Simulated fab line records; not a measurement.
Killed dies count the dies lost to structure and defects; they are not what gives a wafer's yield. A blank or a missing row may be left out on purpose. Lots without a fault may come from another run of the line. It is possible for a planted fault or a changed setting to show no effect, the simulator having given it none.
Chamber matching / flow nand_harc / 4 sister chambers for NHARC_A_CHANNEL_FILL_D1_ALD_16 on ald_hk-02
The step deposits SiO2, target thk 1.5 nm, pulse time 10 s, ald cycles 15. 16 wafers are shown with their chamber, then 8 later ones without.

WAFERS PAIRED WITH THEIR CHAMBERS
wafer=L849.1; chamber=3; heater_power_w (W)=528; susceptor_temp_C (C)=299.78; precursor_pulse_height_rel=1.016
wafer=L849.2; chamber=2; heater_power_w (W)=522; susceptor_temp_C (C)=299.92; precursor_pulse_height_rel=0.956
wafer=L849.6; chamber=0; heater_power_w (W)=432; susceptor_temp_C (C)=300.10; precursor_pulse_height_rel=1.021
wafer=L851.1; chamber=3; heater_power_w (W)=501; susceptor_temp_C (C)=299.86; precursor_pulse_height_rel=0.957
wafer=L851.5; chamber=2; heater_power_w (W)=535; susceptor_temp_C (C)=299.93; precursor_pulse_height_rel=1.008
wafer=L851.6; chamber=1; heater_power_w (W)=462; susceptor_temp_C (C)=300.08; precursor_pulse_height_rel=0.987
wafer=L853.1; chamber=2; heater_power_w (W)=527; susceptor_temp_C (C)=299.86; precursor_pulse_height_rel=1.031
wafer=L853.2; chamber=3; heater_power_w (W)=524; susceptor_temp_C (C)=300.15; precursor_pulse_height_rel=1.003
wafer=L853.4; chamber=0; heater_power_w (W)=426; susceptor_temp_C (C)=300.09; precursor_pulse_height_rel=1.019
wafer=L857.2; chamber=1; heater_power_w (W)=464; susceptor_temp_C (C)=300.25; precursor_pulse_height_rel=0.994
wafer=L857.3; chamber=2; heater_power_w (W)=513; susceptor_temp_C (C)=300.00; precursor_pulse_height_rel=1.009
wafer=L857.5; chamber=2; heater_power_w (W)=531; susceptor_temp_C (C)=299.83; precursor_pulse_height_rel=1.029
wafer=L859.1; chamber=2; heater_power_w (W)=541; susceptor_temp_C (C)=300.03; precursor_pulse_height_rel=1.010
wafer=L859.2; chamber=3; heater_power_w (W)=506; susceptor_temp_C (C)=299.92; precursor_pulse_height_rel=0.997
wafer=L859.5; chamber=0; heater_power_w (W)=445; susceptor_temp_C (C)=299.94; precursor_pulse_height_rel=0.992
wafer=L860.1; chamber=0; heater_power_w (W)=439; susceptor_temp_C (C)=300.27; precursor_pulse_height_rel=0.998

SIGNATURES (means of the wafers above)
reading=heater_power_w; chamber 0=435.50; chamber 1=463.00; chamber 2=528.17; chamber 3=514.75; scatter within a chamber=10.1
reading=susceptor_temp_C; chamber 0=300.1000; chamber 1=300.1650; chamber 2=299.9283; chamber 3=299.9275; scatter within a chamber=0.121
reading=precursor_pulse_height_rel; chamber 0=1.00750; chamber 1=0.99050; chamber 2=1.00717; chamber 3=0.99325; scatter within a chamber=0.0229
Rule: a wafer lies at a distance from a chamber equal to the root of the sum of squares, over the readings, of (its reading less the chamber's mean, divided by the reading's scatter). The wafer belongs to the nearest chamber; if the next one is less than 2 further off, it can't be placed. The scatter: the root of (the sum of the squares of (reading less its chamber's mean) over the shown wafers, divided by (wafers less chambers)).

WAFERS WHOSE CHAMBER IS MISSING
wafer=L860.5; heater_power_w (W)=447; susceptor_temp_C (C)=300.30; precursor_pulse_height_rel=0.982
wafer=L860.6; heater_power_w (W)=515; susceptor_temp_C (C)=300.00; precursor_pulse_height_rel=0.958
wafer=L865.2; heater_power_w (W)=534; susceptor_temp_C (C)=300.13; precursor_pulse_height_rel=0.984
wafer=L865.4; heater_power_w (W)=437; susceptor_temp_C (C)=300.16; precursor_pulse_height_rel=1.004
wafer=L865.6; heater_power_w (W)=440; susceptor_temp_C (C)=300.12; precursor_pulse_height_rel=1.004
wafer=L870.3; heater_power_w (W)=458; susceptor_temp_C (C)=299.79; precursor_pulse_height_rel=1.009
wafer=L870.4; heater_power_w (W)=541; susceptor_temp_C (C)=299.76; precursor_pulse_height_rel=1.011
wafer=L870.6; heater_power_w (W)=542; susceptor_temp_C (C)=299.88; precursor_pulse_height_rel=1.019

THE CHAMBER EACH PASSED THROUGH
wafer=L860.5; from the rows above=can't be placed: 1 or 0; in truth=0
wafer=L860.6; from the rows above=can't be placed: 3 or 2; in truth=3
wafer=L865.2; from the rows above=can't be placed: 2 or 3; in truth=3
wafer=L865.4; from the rows above=0; in truth=0
wafer=L865.6; from the rows above=can't be placed: 0 or 1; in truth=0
wafer=L870.3; from the rows above=can't be placed: 1 or 0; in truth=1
wafer=L870.4; from the rows above=can't be placed: 2 or 3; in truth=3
wafer=L870.6; from the rows above=can't be placed: 2 or 3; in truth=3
1 of 8 placed correctly. From these rows, 7 cannot be placed; in 7 the true chamber is one of the candidates. Wrongly placed: 0.
